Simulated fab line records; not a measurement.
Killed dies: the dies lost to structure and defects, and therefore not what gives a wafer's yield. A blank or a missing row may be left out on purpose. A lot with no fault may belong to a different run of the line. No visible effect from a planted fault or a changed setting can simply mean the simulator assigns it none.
fab line records :: flow n5_finfet
record
  lots=11
  wafers=33
  last_day=19
route steps=1938 shown BEOL_M8@1394 BEOL_M9@1401
lots with no fault: from the same line, run without faults
start_h: the number of hours between the record's first day and the start of the first shown wafer of the lot :: wait_h: time in hours since the lot's previous step :: " same as the row above :: L1.1+2: one row covering several wafers at once :: - no value, or no start given :: * or withheld: withheld :: < > ~ a bound
route shown NAME@n: a module of which the file shows steps, and the number in the route of the first :: usual: mean/standard deviation taken from wafers without a fault :: same: alike in all rows :: chamber/n: place in a boat :: sites: each site's reading :: _std_site: their standard deviation :: _edge_site: the outer-site mean with the inner-site mean subtracted :: radius_mm: how far each site lies from the wafer's centre :: mask NAME#n: copy n :: behind: tool/chamber where the wafer was last shaped :: hold: the reason the lot was held/the length of the hold in hours/how it ended :: device: transistor that didn't switch, given as n, p or np :: end of line: tests of these same wafers at the route's end :: for a step that has no rows: nothing shown but its recipe :: killed: dies that structure and defects cost at the first sort, which is not the same as the wafer's yield :: map: a wafer's dies, marking killed ones x, the rest . and places with no die _
set.NAME: setting as actually run; set.NAME@STEP: the setting as run at that earlier step :: model.NAME: the simulator's own value behind a step, which no gauge read
a sample of lots followed through the steps of the route, with each step as a table and each wafer as a row
services: when a tool's chamber went out of use (start_h, in hours from the record's first day, below 0 if earlier), for how many hours, and the reason
## steps
# step N5_BEOL_M8_ANNEAL_51
# recipe
  temp_c=225
  time_s=90
  ambient=N2
# usual
  wafer_temp_C_max=226.1/0.33
lot.wafer: L429.2
tool: rtp_anneal-01
chamber: 0
start_h: 239.15
wait_h: 0.1
wafer_temp_C_max: 226.2

lot.wafer: L429.5
tool: rtp_anneal-01
chamber: 0
start_h: 239.15
wait_h: 0.1
wafer_temp_C_max: 226.2

lot.wafer: L429.6
tool: rtp_anneal-01
chamber: 0
start_h: 239.15
wait_h: 0.1
wafer_temp_C_max: 225.9

lot.wafer: L431.1
tool: rtp_anneal-02
chamber: 0
start_h: 240.20
wait_h: 0.1
wafer_temp_C_max: 226.4

lot.wafer: L431.3
tool: rtp_anneal-02
chamber: 0
start_h: 240.20
wait_h: 0.1
wafer_temp_C_max: 226.1

lot.wafer: L431.5
tool: rtp_anneal-02
chamber: 0
start_h: 240.20
wait_h: 0.1
wafer_temp_C_max: 226.2

lot.wafer: L428.1
tool: rtp_anneal-02
chamber: 0
start_h: 241.25
wait_h: 0.2
wafer_temp_C_max: 226.7

lot.wafer: L428.2
tool: rtp_anneal-02
chamber: 0
start_h: 241.25
wait_h: 0.2
wafer_temp_C_max: 226.3

lot.wafer: L428.4
tool: rtp_anneal-02
chamber: 0
start_h: 241.25
wait_h: 0.2
wafer_temp_C_max: 226.4

lot.wafer: L432.1
tool: rtp_anneal-01
chamber: 0
start_h: 266.24
wait_h: 0.1
wafer_temp_C_max: 225.9

lot.wafer: L432.3
tool: rtp_anneal-01
chamber: 0
start_h: 266.24
wait_h: 0.1
wafer_temp_C_max: 225.7

lot.wafer: L432.5
tool: rtp_anneal-01
chamber: 0
start_h: 266.24
wait_h: 0.1
wafer_temp_C_max: 225.8

lot.wafer: L433.2
tool: rtp_anneal-02
chamber: 0
start_h: 269.52
wait_h: 0.8
wafer_temp_C_max: 226.5

lot.wafer: L433.5
tool: rtp_anneal-02
chamber: 0
start_h: 269.52
wait_h: 0.8
wafer_temp_C_max: 226.2

lot.wafer: L433.6
tool: rtp_anneal-02
chamber: 0
start_h: 269.52
wait_h: 0.8
wafer_temp_C_max: 225.9

lot.wafer: L438.2
tool: rtp_anneal-01
chamber: 0
start_h: 327.54
wait_h: 0.4
wafer_temp_C_max: 225.9

lot.wafer: L438.3
tool: rtp_anneal-01
chamber: 0
start_h: 327.54
wait_h: 0.4
wafer_temp_C_max: 226.0

lot.wafer: L438.4
tool: rtp_anneal-01
chamber: 0
start_h: 327.54
wait_h: 0.4
wafer_temp_C_max: 225.7

lot.wafer: L435.3
tool: rtp_anneal-02
chamber: 0
start_h: 342.59
wait_h: 0.1
wafer_temp_C_max: 226.3

lot.wafer: L435.4
tool: rtp_anneal-02
chamber: 0
start_h: 342.59
wait_h: 0.1
wafer_temp_C_max: 226.8

lot.wafer: L435.5
tool: rtp_anneal-02
chamber: 0
start_h: 342.59
wait_h: 0.1
wafer_temp_C_max: 226.0

lot.wafer: L445.3
tool: rtp_anneal-02
chamber: 0
start_h: 369.38
wait_h: 0.3
wafer_temp_C_max: 226.2

lot.wafer: L445.4
tool: rtp_anneal-02
chamber: 0
start_h: 369.38
wait_h: 0.3
wafer_temp_C_max: 226.3

lot.wafer: L445.5
tool: rtp_anneal-02
chamber: 0
start_h: 369.38
wait_h: 0.3
wafer_temp_C_max: 226.6

lot.wafer: L444.1
tool: rtp_anneal-02
chamber: 0
start_h: 370.63
wait_h: 0.2
wafer_temp_C_max: 226.5

lot.wafer: L444.2
tool: rtp_anneal-02
chamber: 0
start_h: 370.63
wait_h: 0.2
wafer_temp_C_max: 226.4

lot.wafer: L444.6
tool: rtp_anneal-02
chamber: 0
start_h: 370.63
wait_h: 0.2
wafer_temp_C_max: 226.6

lot.wafer: L446.1
tool: rtp_anneal-02
chamber: 0
start_h: 375.62
wait_h: 0.1
wafer_temp_C_max: 226.3

lot.wafer: L446.2
tool: rtp_anneal-02
chamber: 0
start_h: 375.62
wait_h: 0.1
wafer_temp_C_max: 226.3

lot.wafer: L446.3
tool: rtp_anneal-02
chamber: 0
start_h: 375.62
wait_h: 0.1
wafer_temp_C_max: 226.4

lot.wafer: L447.4
tool: rtp_anneal-01
chamber: 0
start_h: 389.15
wait_h: 1.0
wafer_temp_C_max: 225.6

lot.wafer: L447.5
tool: rtp_anneal-01
chamber: 0
start_h: 389.15
wait_h: 1.0
wafer_temp_C_max: 225.8

lot.wafer: L447.6
tool: rtp_anneal-01
chamber: 0
start_h: 389.15
wait_h: 1.0
wafer_temp_C_max: 226.0
# step N5_BEOL_M9_ILD_DEP_00
# recipe
  material=SiCOH_lowk
  target_thk_a=3085.1
  temp_c=300
  precursor=DEMS/porogen
  pressure_torr=5
  rf_w=500
  time_s=58
# usual
  heater_power_w=317/46
  run_length_s=101.0/0.42
  showerhead_plenum_p_Torr=5.747/0.017
  showerhead_vpp_V=1438/79
  throttle_valve_pct=14.0/0.91
lot.wafer: L429.2
tool: pecvd-02
chamber: 2
start_h: 239.90
wait_h: 0.0
heater_power_w: 396
run_length_s: 100.9
showerhead_plenum_p_Torr: 5.758
showerhead_vpp_V: 1500
throttle_valve_pct: 12.9

lot.wafer: L429.5
tool: pecvd-02
chamber: 2
start_h: 239.90
wait_h: 0.0
heater_power_w: 400
run_length_s: 101.0
showerhead_plenum_p_Torr: 5.755
showerhead_vpp_V: 1467
throttle_valve_pct: 13.0

lot.wafer: L429.6
tool: pecvd-02
chamber: 1
start_h: 239.90
wait_h: 0.0
heater_power_w: 270
run_length_s: 101.3
showerhead_plenum_p_Torr: 5.775
showerhead_vpp_V: 1428
throttle_valve_pct: 15.3

lot.wafer: L431.1
tool: pecvd-02
chamber: 2
start_h: 240.98
wait_h: 0.0
heater_power_w: 396
run_length_s: 100.8
showerhead_plenum_p_Torr: 5.761
showerhead_vpp_V: 1477
throttle_valve_pct: 13.2

lot.wafer: L431.3
tool: pecvd-02
chamber: 0
start_h: 240.98
wait_h: 0.0
heater_power_w: 270
run_length_s: 101.4
showerhead_plenum_p_Torr: 5.713
showerhead_vpp_V: 1551
throttle_valve_pct: 14.8

lot.wafer: L431.5
tool: pecvd-02
chamber: 2
start_h: 240.98
wait_h: 0.0
heater_power_w: 402
run_length_s: 101.0
showerhead_plenum_p_Torr: 5.754
showerhead_vpp_V: 1459
throttle_valve_pct: 13.4

lot.wafer: L428.1
tool: pecvd-02
chamber: 0
start_h: 242.04
wait_h: 0.0
heater_power_w: 324
run_length_s: 101.5
showerhead_plenum_p_Torr: 5.721
showerhead_vpp_V: 1580
throttle_valve_pct: 14.6

lot.wafer: L428.2
tool: pecvd-02
chamber: 1
start_h: 242.04
wait_h: 0.0
heater_power_w: 261
run_length_s: 100.8
showerhead_plenum_p_Torr: 5.758
showerhead_vpp_V: 1449
throttle_valve_pct: 15.2

lot.wafer: L428.4
tool: pecvd-02
chamber: 1
start_h: 242.04
wait_h: 0.0
heater_power_w: 259
run_length_s: 101.0
showerhead_plenum_p_Torr: 5.775
showerhead_vpp_V: 1414
throttle_valve_pct: 15.1

lot.wafer: L432.1
tool: pecvd-01
chamber: 0
start_h: 267.30
wait_h: 0.0
heater_power_w: 347
run_length_s: 101.2
showerhead_plenum_p_Torr: 5.736
showerhead_vpp_V: 1447
throttle_valve_pct: 13.0

lot.wafer: L432.3
tool: pecvd-01
chamber: 1
start_h: 267.30
wait_h: 0.0
heater_power_w: 361
run_length_s: 101.6
showerhead_plenum_p_Torr: 5.765
showerhead_vpp_V: 1418
throttle_valve_pct: 15.2

lot.wafer: L432.5
tool: pecvd-01
chamber: 1
start_h: 267.30
wait_h: 0.0
heater_power_w: 379
run_length_s: 102.0
showerhead_plenum_p_Torr: 5.745
showerhead_vpp_V: 1385
throttle_valve_pct: 15.4

lot.wafer: L433.2
tool: pecvd-01
chamber: 0
start_h: 270.26
wait_h: 0.0
heater_power_w: 340
run_length_s: 101.2
showerhead_plenum_p_Torr: 5.741
showerhead_vpp_V: 1443
throttle_valve_pct: 13.4

lot.wafer: L433.5
tool: pecvd-01
chamber: 0
start_h: 270.26
wait_h: 0.0
heater_power_w: 339
run_length_s: 101.2
showerhead_plenum_p_Torr: 5.749
showerhead_vpp_V: 1424
throttle_valve_pct: 13.2

lot.wafer: L433.6
tool: pecvd-01
chamber: 1
start_h: 270.26
wait_h: 0.0
heater_power_w: 354
run_length_s: 102.0
showerhead_plenum_p_Torr: 5.761
showerhead_vpp_V: 1416
throttle_valve_pct: 15.4

lot.wafer: L438.2
tool: pecvd-02
chamber: 0
start_h: 328.28
wait_h: 0.0
heater_power_w: 308
run_length_s: 101.0
showerhead_plenum_p_Torr: 5.733
showerhead_vpp_V: 1568
throttle_valve_pct: 14.3

lot.wafer: L438.3
tool: pecvd-02
chamber: 1
start_h: 328.28
wait_h: 0.0
heater_power_w: 278
run_length_s: 100.7
showerhead_plenum_p_Torr: 5.763
showerhead_vpp_V: 1405
throttle_valve_pct: 15.0

lot.wafer: L438.4
tool: pecvd-02
chamber: 0
start_h: 328.28
wait_h: 0.0
heater_power_w: 305
run_length_s: 101.1
showerhead_plenum_p_Torr: 5.723
showerhead_vpp_V: 1561
throttle_valve_pct: 14.8

lot.wafer: L435.3
tool: pecvd-02
chamber: 0
start_h: 343.28
wait_h: 0.0
heater_power_w: 311
run_length_s: 100.7
showerhead_plenum_p_Torr: 5.731
showerhead_vpp_V: 1547
throttle_valve_pct: 14.8

lot.wafer: L435.4
tool: pecvd-02
chamber: 2
start_h: 343.28
wait_h: 0.0
heater_power_w: 361
run_length_s: 101.0
showerhead_plenum_p_Torr: 5.738
showerhead_vpp_V: 1475
throttle_valve_pct: 13.2

lot.wafer: L435.5
tool: pecvd-02
chamber: 0
start_h: 343.28
wait_h: 0.0
heater_power_w: 311
run_length_s: 101.0
showerhead_plenum_p_Torr: 5.712
showerhead_vpp_V: 1585
throttle_valve_pct: 14.7

lot.wafer: L445.3
tool: pecvd-02
chamber: 0
start_h: 370.09
wait_h: 0.0
heater_power_w: 292
run_length_s: 93.0
showerhead_plenum_p_Torr: 5.712
showerhead_vpp_V: 1546
throttle_valve_pct: 14.7

lot.wafer: L445.4
tool: pecvd-02
chamber: 0
start_h: 370.09
wait_h: 0.0
heater_power_w: 296
run_length_s: 92.3
showerhead_plenum_p_Torr: 5.704
showerhead_vpp_V: 1596
throttle_valve_pct: 14.6

lot.wafer: L445.5
tool: pecvd-02
chamber: 2
start_h: 370.09
wait_h: 0.0
heater_power_w: 376
run_length_s: 101.9
showerhead_plenum_p_Torr: 5.752
showerhead_vpp_V: 1500
throttle_valve_pct: 13.5

lot.wafer: L444.1
tool: pecvd-01
chamber: 0
start_h: 371.44
wait_h: 0.0
heater_power_w: 299
run_length_s: 100.8
showerhead_plenum_p_Torr: 5.751
showerhead_vpp_V: 1425
throttle_valve_pct: 13.4

lot.wafer: L444.2
tool: pecvd-01
chamber: 1
start_h: 371.44
wait_h: 0.0
heater_power_w: 402
run_length_s: 101.2
showerhead_plenum_p_Torr: 5.775
showerhead_vpp_V: 1417
throttle_valve_pct: 15.4

lot.wafer: L444.6
tool: pecvd-01
chamber: 1
start_h: 371.44
wait_h: 0.0
heater_power_w: 320
run_length_s: 101.5
showerhead_plenum_p_Torr: 5.766
showerhead_vpp_V: 1405
throttle_valve_pct: 15.4

lot.wafer: L446.1
tool: pecvd-01
chamber: 2
start_h: 376.43
wait_h: 0.0
heater_power_w: 299
run_length_s: 100.3
showerhead_plenum_p_Torr: 5.753
showerhead_vpp_V: 1399
throttle_valve_pct: 13.1

lot.wafer: L446.2
tool: pecvd-01
chamber: 1
start_h: 376.43
wait_h: 0.0
heater_power_w: 363
run_length_s: 101.5
showerhead_plenum_p_Torr: 5.765
showerhead_vpp_V: 1406
throttle_valve_pct: 15.3

lot.wafer: L446.3
tool: pecvd-01
chamber: 0
start_h: 376.43
wait_h: 0.0
heater_power_w: 318
run_length_s: 101.0
showerhead_plenum_p_Torr: 5.751
showerhead_vpp_V: 1428
throttle_valve_pct: 13.4

lot.wafer: L447.4
tool: pecvd-01
chamber: 2
start_h: 389.85
wait_h: 0.1
heater_power_w: 263
run_length_s: 100.5
showerhead_plenum_p_Torr: 5.760
showerhead_vpp_V: 1422
throttle_valve_pct: 13.1

lot.wafer: L447.5
tool: pecvd-01
chamber: 1
start_h: 389.85
wait_h: 0.1
heater_power_w: 390
run_length_s: 102.0
showerhead_plenum_p_Torr: 5.767
showerhead_vpp_V: 1412
throttle_valve_pct: 15.3

lot.wafer: L447.6
tool: pecvd-01
chamber: 0
start_h: 389.85
wait_h: 0.1
heater_power_w: 359
run_length_s: 100.7
showerhead_plenum_p_Torr: 5.748
showerhead_vpp_V: 1440
throttle_valve_pct: 13.4
# step N5_BEOL_M9_THK_MEAS_01
# recipe
  reads=SiCOH_lowk_of_BEOL_M9_ILD_DEP_00
# usual
  M9_ILD_THK=268/3
lot.wafer: L429.2
tool: film_metro-02
chamber: -
start_h: 241.57
wait_h: 0.4
M9_ILD_THK[nm]: 266

lot.wafer: L429.5
tool: film_metro-02
chamber: -
start_h: 241.57
wait_h: 0.4
M9_ILD_THK[nm]: 270

lot.wafer: L429.6
tool: film_metro-02
chamber: -
start_h: 241.57
wait_h: 0.4
M9_ILD_THK[nm]: 270

lot.wafer: L431.1
tool: film_metro-02
chamber: -
start_h: 242.83
wait_h: 0.4
M9_ILD_THK[nm]: 262

lot.wafer: L431.3
tool: film_metro-02
chamber: -
start_h: 242.83
wait_h: 0.4
M9_ILD_THK[nm]: 265

lot.wafer: L431.5
tool: film_metro-02
chamber: -
start_h: 242.83
wait_h: 0.4
M9_ILD_THK[nm]: 269

lot.wafer: L428.1
tool: film_metro-02
chamber: -
start_h: 243.31
wait_h: 0.4
M9_ILD_THK[nm]: 264

lot.wafer: L428.2
tool: film_metro-02
chamber: -
start_h: 243.31
wait_h: 0.4
M9_ILD_THK[nm]: 264

lot.wafer: L428.4
tool: film_metro-02
chamber: -
start_h: 243.31
wait_h: 0.4
M9_ILD_THK[nm]: 272

lot.wafer: L432.1
tool: film_metro-01
chamber: -
start_h: 267.89
wait_h: 0.4
M9_ILD_THK[nm]: 270

lot.wafer: L432.3
tool: film_metro-01
chamber: -
start_h: 267.89
wait_h: 0.4
M9_ILD_THK[nm]: 270

lot.wafer: L432.5
tool: film_metro-01
chamber: -
start_h: 267.89
wait_h: 0.4
M9_ILD_THK[nm]: 268

lot.wafer: L433.2
tool: film_metro-01
chamber: -
start_h: 270.85
wait_h: 0.4
M9_ILD_THK[nm]: 264

lot.wafer: L433.5
tool: film_metro-01
chamber: -
start_h: 270.85
wait_h: 0.4
M9_ILD_THK[nm]: 267

lot.wafer: L433.6
tool: film_metro-01
chamber: -
start_h: 270.85
wait_h: 0.4
M9_ILD_THK[nm]: 270

lot.wafer: L438.2
tool: film_metro-02
chamber: -
start_h: 328.87
wait_h: 0.4
M9_ILD_THK[nm]: 265

lot.wafer: L438.3
tool: film_metro-02
chamber: -
start_h: 328.87
wait_h: 0.4
M9_ILD_THK[nm]: 269

lot.wafer: L438.4
tool: film_metro-02
chamber: -
start_h: 328.87
wait_h: 0.4
M9_ILD_THK[nm]: 270

lot.wafer: L435.3
tool: film_metro-01
chamber: -
start_h: 344.35
wait_h: 0.5
M9_ILD_THK[nm]: 260

lot.wafer: L435.4
tool: film_metro-01
chamber: -
start_h: 344.35
wait_h: 0.5
M9_ILD_THK[nm]: 269

lot.wafer: L435.5
tool: film_metro-01
chamber: -
start_h: 344.35
wait_h: 0.5
M9_ILD_THK[nm]: 265

lot.wafer: L445.3
tool: film_metro-01
chamber: -
start_h: 370.68
wait_h: 0.3
M9_ILD_THK[nm]: 227

lot.wafer: L445.4
tool: film_metro-01
chamber: -
start_h: 370.68
wait_h: 0.3
M9_ILD_THK[nm]: 229

lot.wafer: L445.5
tool: film_metro-01
chamber: -
start_h: 370.68
wait_h: 0.3
M9_ILD_THK[nm]: 270

lot.wafer: L444.1
tool: film_metro-02
chamber: -
start_h: 372.51
wait_h: 0.8
M9_ILD_THK[nm]: 270

lot.wafer: L444.2
tool: film_metro-02
chamber: -
start_h: 372.51
wait_h: 0.8
M9_ILD_THK[nm]: 266

lot.wafer: L444.6
tool: film_metro-02
chamber: -
start_h: 372.51
wait_h: 0.8
M9_ILD_THK[nm]: 271

lot.wafer: L446.1
tool: film_metro-01
chamber: -
start_h: 377.80
wait_h: 0.8
M9_ILD_THK[nm]: 268

lot.wafer: L446.2
tool: film_metro-01
chamber: -
start_h: 377.80
wait_h: 0.8
M9_ILD_THK[nm]: 268

lot.wafer: L446.3
tool: film_metro-01
chamber: -
start_h: 377.80
wait_h: 0.8
M9_ILD_THK[nm]: 269

lot.wafer: L447.4
tool: film_metro-01
chamber: -
start_h: 390.58
wait_h: 0.2
M9_ILD_THK[nm]: 273

lot.wafer: L447.5
tool: film_metro-01
chamber: -
start_h: 390.58
wait_h: 0.2
M9_ILD_THK[nm]: 274

lot.wafer: L447.6
tool: film_metro-01
chamber: -
start_h: 390.58
wait_h: 0.2
M9_ILD_THK[nm]: 271
# step N5_BEOL_M9_HM_DEP_02
# recipe
  material=TiN
  target_thk_a=200
  temp_c=25
  chamber_pressure_pa=0.49996
# usual
  throttle_valve_pct=30.1/1.2
lot.wafer: L429.2
tool: pvd_sputter-03
chamber: -
start_h: 241.73
wait_h: 0.1
throttle_valve_pct: 29.1

lot.wafer: L429.5
tool: pvd_sputter-03
chamber: -
start_h: 241.73
wait_h: 0.1
throttle_valve_pct: 29.3

lot.wafer: L429.6
tool: pvd_sputter-03
chamber: -
start_h: 241.73
wait_h: 0.1
throttle_valve_pct: 32.2

lot.wafer: L431.1
tool: pvd_sputter-03
chamber: -
start_h: 242.92
wait_h: 0.0
throttle_valve_pct: 28.9

lot.wafer: L431.3
tool: pvd_sputter-03
chamber: -
start_h: 242.92
wait_h: 0.0
throttle_valve_pct: 32.1

lot.wafer: L431.5
tool: pvd_sputter-03
chamber: -
start_h: 242.92
wait_h: 0.0
throttle_valve_pct: 29.3

lot.wafer: L428.1
tool: pvd_sputter-03
chamber: -
start_h: 243.52
wait_h: 0.2
throttle_valve_pct: 31.1

lot.wafer: L428.2
tool: pvd_sputter-03
chamber: -
start_h: 243.52
wait_h: 0.2
throttle_valve_pct: 29.3

lot.wafer: L428.4
tool: pvd_sputter-03
chamber: -
start_h: 243.52
wait_h: 0.2
throttle_valve_pct: 29.0

lot.wafer: L432.1
tool: pvd_sputter-03
chamber: -
start_h: 268.23
wait_h: 0.3
throttle_valve_pct: 31.2

lot.wafer: L432.3
tool: pvd_sputter-03
chamber: -
start_h: 268.23
wait_h: 0.3
throttle_valve_pct: 29.1

lot.wafer: L432.5
tool: pvd_sputter-03
chamber: -
start_h: 268.23
wait_h: 0.3
throttle_valve_pct: 31.0

lot.wafer: L433.2
tool: pvd_sputter-03
chamber: -
start_h: 271.02
wait_h: 0.1
throttle_valve_pct: 32.1

lot.wafer: L433.5
tool: pvd_sputter-03
chamber: -
start_h: 271.02
wait_h: 0.1
throttle_valve_pct: 29.1

lot.wafer: L433.6
tool: pvd_sputter-03
chamber: -
start_h: 271.02
wait_h: 0.1
throttle_valve_pct: 31.2

lot.wafer: L438.2
tool: pvd_sputter-03
chamber: -
start_h: 330.88
wait_h: 2.0
throttle_valve_pct: 29.4

lot.wafer: L438.3
tool: pvd_sputter-03
chamber: -
start_h: 330.88
wait_h: 2.0
throttle_valve_pct: 32.2

lot.wafer: L438.4
tool: pvd_sputter-03
chamber: -
start_h: 330.88
wait_h: 2.0
throttle_valve_pct: 28.8

lot.wafer: L435.3
tool: pvd_sputter-01
chamber: -
start_h: 345.20
wait_h: 0.8
throttle_valve_pct: 30.0

lot.wafer: L435.4
tool: pvd_sputter-01
chamber: -
start_h: 345.20
wait_h: 0.8
throttle_valve_pct: 30.5

lot.wafer: L435.5
tool: pvd_sputter-01
chamber: -
start_h: 345.20
wait_h: 0.8
throttle_valve_pct: 29.1

lot.wafer: L445.3
tool: pvd_sputter-01
chamber: -
start_h: 370.88
wait_h: 0.2
throttle_valve_pct: 29.9

lot.wafer: L445.4
tool: pvd_sputter-01
chamber: -
start_h: 370.88
wait_h: 0.2
throttle_valve_pct: 28.4

lot.wafer: L445.5
tool: pvd_sputter-01
chamber: -
start_h: 370.88
wait_h: 0.2
throttle_valve_pct: 28.9

lot.wafer: L444.1
tool: pvd_sputter-01
chamber: -
start_h: 373.60
wait_h: 1.0
throttle_valve_pct: 29.9

lot.wafer: L444.2
tool: pvd_sputter-01
chamber: -
start_h: 373.60
wait_h: 1.0
throttle_valve_pct: 30.8

lot.wafer: L444.6
tool: pvd_sputter-01
chamber: -
start_h: 373.60
wait_h: 1.0
throttle_valve_pct: 30.6

lot.wafer: L446.1
tool: pvd_sputter-02
chamber: -
start_h: 378.71
wait_h: 0.9
throttle_valve_pct: 30.2

lot.wafer: L446.2
tool: pvd_sputter-02
chamber: -
start_h: 378.71
wait_h: 0.9
throttle_valve_pct: 31.2

lot.wafer: L446.3
tool: pvd_sputter-02
chamber: -
start_h: 378.71
wait_h: 0.9
throttle_valve_pct: 28.4

lot.wafer: L447.4
tool: pvd_sputter-03
chamber: -
start_h: 391.49
wait_h: 0.8
throttle_valve_pct: 28.9

lot.wafer: L447.5
tool: pvd_sputter-03
chamber: -
start_h: 391.49
wait_h: 0.8
throttle_valve_pct: 32.1

lot.wafer: L447.6
tool: pvd_sputter-03
chamber: -
start_h: 391.49
wait_h: 0.8
throttle_valve_pct: 31.0
# step N5_BEOL_M9_CD_MEAS_11
# recipe
  target_cd_nm=64.1
  landing_energy_ev=500
  detector=se_inlens
  polarity=opening
# usual
  cd_nm=64.1/0.42
lot.wafer: L429.2
tool: cd_sem-03
chamber: 0
start_h: 242.22
wait_h: -
cd_nm: 64.0

lot.wafer: L429.5
tool: cd_sem-03
chamber: 0
start_h: 242.22
wait_h: -
cd_nm: 64.2

lot.wafer: L429.6
tool: cd_sem-03
chamber: 0
start_h: 242.22
wait_h: -
cd_nm: 63.4

lot.wafer: L431.1
tool: cd_sem-02
chamber: 0
start_h: 243.42
wait_h: -
cd_nm: 64.0

lot.wafer: L431.3
tool: cd_sem-02
chamber: 0
start_h: 243.42
wait_h: -
cd_nm: 64.2

lot.wafer: L431.5
tool: cd_sem-02
chamber: 0
start_h: 243.42
wait_h: -
cd_nm: 64.3

lot.wafer: L428.1
tool: cd_sem-02
chamber: 0
start_h: 243.89
wait_h: -
cd_nm: 64.8

lot.wafer: L428.2
tool: cd_sem-02
chamber: 0
start_h: 243.89
wait_h: -
cd_nm: 64.6

lot.wafer: L428.4
tool: cd_sem-02
chamber: 0
start_h: 243.89
wait_h: -
cd_nm: 64.2

lot.wafer: L432.1
tool: cd_sem-01
chamber: 0
start_h: 268.72
wait_h: -
cd_nm: 64.1

lot.wafer: L432.3
tool: cd_sem-01
chamber: 0
start_h: 268.72
wait_h: -
cd_nm: 63.6

lot.wafer: L432.5
tool: cd_sem-01
chamber: 0
start_h: 268.72
wait_h: -
cd_nm: 63.7

lot.wafer: L433.2
tool: cd_sem-02
chamber: 0
start_h: 271.52
wait_h: -
cd_nm: 64.3

lot.wafer: L433.5
tool: cd_sem-02
chamber: 0
start_h: 271.52
wait_h: -
cd_nm: 63.5

lot.wafer: L433.6
tool: cd_sem-02
chamber: 0
start_h: 271.52
wait_h: -
cd_nm: 63.8

lot.wafer: L438.2
tool: cd_sem-03
chamber: 0
start_h: 331.25
wait_h: -
cd_nm: 64.1

lot.wafer: L438.3
tool: cd_sem-03
chamber: 0
start_h: 331.25
wait_h: -
cd_nm: 63.9

lot.wafer: L438.4
tool: cd_sem-03
chamber: 0
start_h: 331.25
wait_h: -
cd_nm: 64.6

lot.wafer: L435.3
tool: cd_sem-02
chamber: 0
start_h: 345.70
wait_h: -
cd_nm: 64.0

lot.wafer: L435.4
tool: cd_sem-02
chamber: 0
start_h: 345.70
wait_h: -
cd_nm: 64.3

lot.wafer: L435.5
tool: cd_sem-02
chamber: 0
start_h: 345.70
wait_h: -
cd_nm: 63.9

lot.wafer: L445.3
tool: cd_sem-01
chamber: 0
start_h: 371.38
wait_h: -
cd_nm: 64.0

lot.wafer: L445.4
tool: cd_sem-01
chamber: 0
start_h: 371.38
wait_h: -
cd_nm: 63.7

lot.wafer: L445.5
tool: cd_sem-01
chamber: 0
start_h: 371.38
wait_h: -
cd_nm: 63.2

lot.wafer: L444.1
tool: cd_sem-01
chamber: 0
start_h: 373.97
wait_h: -
cd_nm: 64.0

lot.wafer: L444.2
tool: cd_sem-01
chamber: 0
start_h: 373.97
wait_h: -
cd_nm: 64.6

lot.wafer: L444.6
tool: cd_sem-01
chamber: 0
start_h: 373.97
wait_h: -
cd_nm: 64.6

lot.wafer: L446.1
tool: cd_sem-01
chamber: 0
start_h: 379.20
wait_h: -
cd_nm: 64.3

lot.wafer: L446.2
tool: cd_sem-01
chamber: 0
start_h: 379.20
wait_h: -
cd_nm: 64.3

lot.wafer: L446.3
tool: cd_sem-01
chamber: 0
start_h: 379.20
wait_h: -
cd_nm: 63.8

lot.wafer: L447.4
tool: cd_sem-03
chamber: 0
start_h: 391.87
wait_h: -
cd_nm: 63.5

lot.wafer: L447.5
tool: cd_sem-03
chamber: 0
start_h: 391.87
wait_h: -
cd_nm: 63.6

lot.wafer: L447.6
tool: cd_sem-03
chamber: 0
start_h: 391.87
wait_h: -
cd_nm: 64.3
## services
tool: rtp_anneal-02
chamber: -
start_h: 226.87
hours: 3.0
kind: pm

tool: pvd_sputter-02
chamber: -
start_h: 265.13
hours: 12.8
kind: repair

tool: pecvd-02
chamber: 2
start_h: 278.86
hours: 5.5
kind: scheduled_down

tool: pecvd-02
chamber: 0
start_h: 284.32
hours: 2.1
kind: scheduled_down

tool: pecvd-01
chamber: 2
start_h: 291.81
hours: 5.0
kind: repair

tool: pecvd-01
chamber: -
start_h: 303.96
hours: 1.5
kind: repair

tool: pecvd-02
chamber: -
start_h: 309.13
hours: 1.0
kind: repair

tool: pecvd-02
chamber: 1
start_h: 345.74
hours: -
kind: calibration

tool: pvd_sputter-03
chamber: -
start_h: 361.72
hours: 2.7
kind: repair

tool: pecvd-02
chamber: 2
start_h: 362.64
hours: -
kind: calibration

tool: pecvd-02
chamber: 1
start_h: 383.62
hours: -
kind: clean

tool: pecvd-02
chamber: 1
start_h: 383.62
hours: -
kind: consumable_replace:showerhead

tool: pecvd-02
chamber: 1
start_h: 383.62
hours: 29.0
kind: scheduled_down

tool: pecvd-02
chamber: 1
start_h: 383.62
hours: 29.0
kind: vent_cycle
## key
first_sign
  step=N5_BEOL_M9_ILD_DEP_00
  reading=run_length_s
  direction=down
  sigmas=20
  usual=*
  struck=*
effect
  step=N5_BEOL_M9_THK_MEAS_01
  reading=M9_ILD_THK
  direction=down
  sigmas=13
  usual=268
  struck=228
met_at N5_BEOL_M9_ILD_DEP_00
struck_lots L445
struck_wafers L445.3,L445.4
not_acting_at N5_BEOL_M8_ANNEAL_51,N5_BEOL_M9_HM_DEP_02,N5_BEOL_M9_CD_MEAS_11
onset_between 343.28 370.09
fault
  kind=process_parameter_drift
  tool=pecvd-02
  chamber=0
  onset_h=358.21
  steps=N5_BEOL_M9_ILD_DEP_00
  channel=time_s
  offset=*
  shape=step
  end_h=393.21
  acts_in=*
  stated=*
